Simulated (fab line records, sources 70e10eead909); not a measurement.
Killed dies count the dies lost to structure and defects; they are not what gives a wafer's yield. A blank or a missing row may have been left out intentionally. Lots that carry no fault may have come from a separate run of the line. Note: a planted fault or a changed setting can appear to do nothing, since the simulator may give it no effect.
Chamber matching :: flow nand-harc :: rie-diel-03 running NHARC_P_STI_ETCH_42: 4 sister chambers
The step etches the open film in N2/H2, target depth 80 nm, overetch 24 nm, time 61 s. 4 wafers are shown with their chamber, then 12 later ones without.

## WAFERS WITH THEIR CHAMBER
wafer: L084.1
chamber: 2
drypump-motor-current-A (A): 5.8

wafer: L084.4
chamber: 3
drypump-motor-current-A (A): 5.6

wafer: L084.5
chamber: 0
drypump-motor-current-A (A): 6.3

wafer: L084.6
chamber: 1
drypump-motor-current-A (A): 5.7

## WAFERS MISSING THEIR CHAMBER
wafer: L090.1
drypump-motor-current-A (A): 6.3

wafer: L090.3
drypump-motor-current-A (A): 5.8

wafer: L090.6
drypump-motor-current-A (A): 5.8

wafer: L094.2
drypump-motor-current-A (A): 5.6

wafer: L094.3
drypump-motor-current-A (A): 5.8

wafer: L094.5
drypump-motor-current-A (A): 5.6

wafer: L096.3
drypump-motor-current-A (A): 5.8

wafer: L096.5
drypump-motor-current-A (A): 5.8

wafer: L096.6
drypump-motor-current-A (A): 5.6

wafer: L097.1
drypump-motor-current-A (A): 6.3

wafer: L097.2
drypump-motor-current-A (A): 5.6

wafer: L097.6
drypump-motor-current-A (A): 5.5

## CHAMBER TAKEN BY EACH
wafer: L090.1
from the rows above: 0
in truth: 0

wafer: L090.3
from the rows above: 2
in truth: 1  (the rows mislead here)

wafer: L090.6
from the rows above: 2
in truth: 2

wafer: L094.2
from the rows above: 3
in truth: 3

wafer: L094.3
from the rows above: 2
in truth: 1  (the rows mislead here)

wafer: L094.5
from the rows above: 3
in truth: 3

wafer: L096.3
from the rows above: 2
in truth: 2

wafer: L096.5
from the rows above: 2
in truth: 2

wafer: L096.6
from the rows above: 3
in truth: 3

wafer: L097.1
from the rows above: 0
in truth: 0

wafer: L097.2
from the rows above: 3
in truth: 3

wafer: L097.6
from the rows above: 3
in truth: 3
Correct placement for 10 of the 12. Not placeable from these rows: 0. Number placed wrongly: 2.
How it was worked out, from the rows above alone: a wafer's distance from a chamber is the root of the sum, over the readings, of the square of ((its reading less the chamber's mean) divided by the reading's scatter). The wafer belongs to the nearest chamber; if the next one is less than 2 further off, it can't be placed. A chamber's mean is the mean of its shown wafers. The scatter (one wafer shown for each chamber): square how far every hidden wafer sits from the nearest shown wafer, average those squares and take the square root.
